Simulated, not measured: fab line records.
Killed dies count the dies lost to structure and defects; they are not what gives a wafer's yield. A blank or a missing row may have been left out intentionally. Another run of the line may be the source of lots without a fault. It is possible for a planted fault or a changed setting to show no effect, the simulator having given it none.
Which of the tools did it? / flow n5 finfet / 45 wafers from 15 lots sampled at 2 of the route's 1938 steps

WHAT THE GAUGES SHOWED, per wafer
N5_ILD0_THK_MEAS_08. Usual: thk nm at 139.2 nm, with a standard deviation of 0.9.
lot=L607; measured=day 3 17:59; on=film metro-02; thk nm (nm)=140.0 139.3 138.9; flag=
lot=L608; measured=day 4 02:53; on=film metro-02; thk nm (nm)=138.7 138.5 139.7; flag=
lot=L610; measured=day 4 15:19; on=film metro-01; thk nm (nm)=137.9 138.0 138.6; flag=
lot=L611; measured=day 4 20:49; on=film metro-02; thk nm (nm)=140.3 139.2 139.3; flag=
lot=L612; measured=day 5 01:41; on=film metro-01; thk nm (nm)=138.6 137.8 138.4; flag=
lot=L616; measured=day 6 00:07; on=film metro-01; thk nm (nm)=139.5 138.2 139.5; flag=
lot=L620; measured=day 7 01:28; on=film metro-01; thk nm (nm)=140.7 140.6 138.6; flag=
lot=L622; measured=day 7 14:56; on=film metro-01; thk nm (nm)=139.1 140.1 140.3; flag=
lot=L623; measured=day 7 22:35; on=film metro-01; thk nm (nm)=137.8 138.0 138.7; flag=
lot=L624; measured=day 8 01:20; on=film metro-01; thk nm (nm)=140.4 140.4 140.8; flag=
lot=L625; measured=day 8 09:11; on=film metro-01; thk nm (nm)=139.2 139.0 138.9; flag=
lot=L626; measured=day 8 14:33; on=film metro-01; thk nm (nm)=138.7 138.5 138.6; flag=
lot=L627; measured=day 8 19:43; on=film metro-02; thk nm (nm)=138.6 138.8 138.8; flag=
lot=L628; measured=day 9 05:08; on=film metro-01; thk nm (nm)=139.1 139.0 139.5; flag=
lot=L629; measured=day 9 07:44; on=film metro-02; thk nm (nm)=139.1 140.8 141.6; flag=

WHICH TOOL RAN EACH LOT (tool, then ch and the chambers of the sampled wafers, then the start)
lot=L607; N5_SD_ACTIVATION_RTA_00=rtp anneal-01 ch 0, day 3 14:16
lot=L608; N5_SD_ACTIVATION_RTA_00=rtp anneal-02 ch 0, day 3 23:08
lot=L610; N5_SD_ACTIVATION_RTA_00=rtp anneal-01 ch 0, day 4 11:35
lot=L611; N5_SD_ACTIVATION_RTA_00=rtp anneal-01 ch 0, day 4 16:47
lot=L612; N5_SD_ACTIVATION_RTA_00=rtp anneal-02 ch 0, day 4 21:37
lot=L616; N5_SD_ACTIVATION_RTA_00=rtp anneal-02 ch 0, day 5 20:02
lot=L620; N5_SD_ACTIVATION_RTA_00=rtp anneal-01 ch 0, day 6 21:44
lot=L622; N5_SD_ACTIVATION_RTA_00=rtp anneal-01 ch 0, day 7 10:47
lot=L623; N5_SD_ACTIVATION_RTA_00=rtp anneal-01 ch 0, day 7 18:53
lot=L624; N5_SD_ACTIVATION_RTA_00=rtp anneal-02 ch 0, day 7 21:34
lot=L625; N5_SD_ACTIVATION_RTA_00=rtp anneal-02 ch 0, day 8 05:16
lot=L626; N5_SD_ACTIVATION_RTA_00=rtp anneal-02 ch 0, day 8 09:19
lot=L627; N5_SD_ACTIVATION_RTA_00=rtp anneal-02 ch 0, day 8 15:40
lot=L628; N5_SD_ACTIVATION_RTA_00=rtp anneal-02 ch 0, day 9 00:33
lot=L629; N5_SD_ACTIVATION_RTA_00=rtp anneal-01 ch 0, day 9 04:00
- N5_SD_ACTIVATION_RTA_00: time 0 s.

WHAT THE TOOLS THEMSELVES READ (means of the sampled wafers that have a number; where no wafer has one, the mark that the record gives instead)
N5_SD_ACTIVATION_RTA_00. Usual: lamp power pct 8.95 %, standard deviation 0.051; wafer_temp_C_max 975.0, standard deviation 2.
lot=L607; tool=rtp anneal-01; lamp power pct (%)=8.94; wafer_temp_C_max=973.8; flag=
lot=L608; tool=rtp anneal-02; lamp power pct (%)=8.97; wafer_temp_C_max=974.1; flag=
lot=L610; tool=rtp anneal-01; lamp power pct (%)=8.99; wafer_temp_C_max=975.3; flag=
lot=L611; tool=rtp anneal-01; lamp power pct (%)=8.92; wafer_temp_C_max=974.1; flag=
lot=L612; tool=rtp anneal-02; lamp power pct (%)=8.98; wafer_temp_C_max=974.6; flag=
lot=L616; tool=rtp anneal-02; lamp power pct (%)=8.97; wafer_temp_C_max=977.5; flag=
lot=L620; tool=rtp anneal-01; lamp power pct (%)=8.95; wafer_temp_C_max=974.9; flag=
lot=L622; tool=rtp anneal-01; lamp power pct (%)=8.91; wafer_temp_C_max=975.9; flag=
lot=L623; tool=rtp anneal-01; lamp power pct (%)=8.97; wafer_temp_C_max=975.3; flag=
lot=L624; tool=rtp anneal-02; lamp power pct (%)=8.90; wafer_temp_C_max=975.7; flag=
lot=L625; tool=rtp anneal-02; lamp power pct (%)=8.97; wafer_temp_C_max=972.8; flag=
lot=L626; tool=rtp anneal-02; lamp power pct (%)=9.00; wafer_temp_C_max=976.7; flag=
lot=L627; tool=rtp anneal-02; lamp power pct (%)=8.95; wafer_temp_C_max=974.6; flag=
lot=L628; tool=rtp anneal-02; lamp power pct (%)=8.95; wafer_temp_C_max=974.1; flag=
lot=L629; tool=rtp anneal-01; lamp power pct (%)=8.99; wafer_temp_C_max=975.8; flag=

THE ANSWER, worked out from the rows above alone
Rule: lot off if the mean of its wafers having a number is beyond 3 standard deviations from the usual mean. Also off: a lot with no number at a reading for which 4 or more lots have one. All remaining lots with rows at the step are treated as sound. First the gauges in route order, then the tools' own readings, where a lot's mean is used as printed above. At the first step where some lot is off, the reading lying furthest off is the one used; lots without a number count as furthest.
No lot is off at any reading shown: from this, nothing can be told.

WHAT HAD BEEN PUT IN BY THE SIMULATOR
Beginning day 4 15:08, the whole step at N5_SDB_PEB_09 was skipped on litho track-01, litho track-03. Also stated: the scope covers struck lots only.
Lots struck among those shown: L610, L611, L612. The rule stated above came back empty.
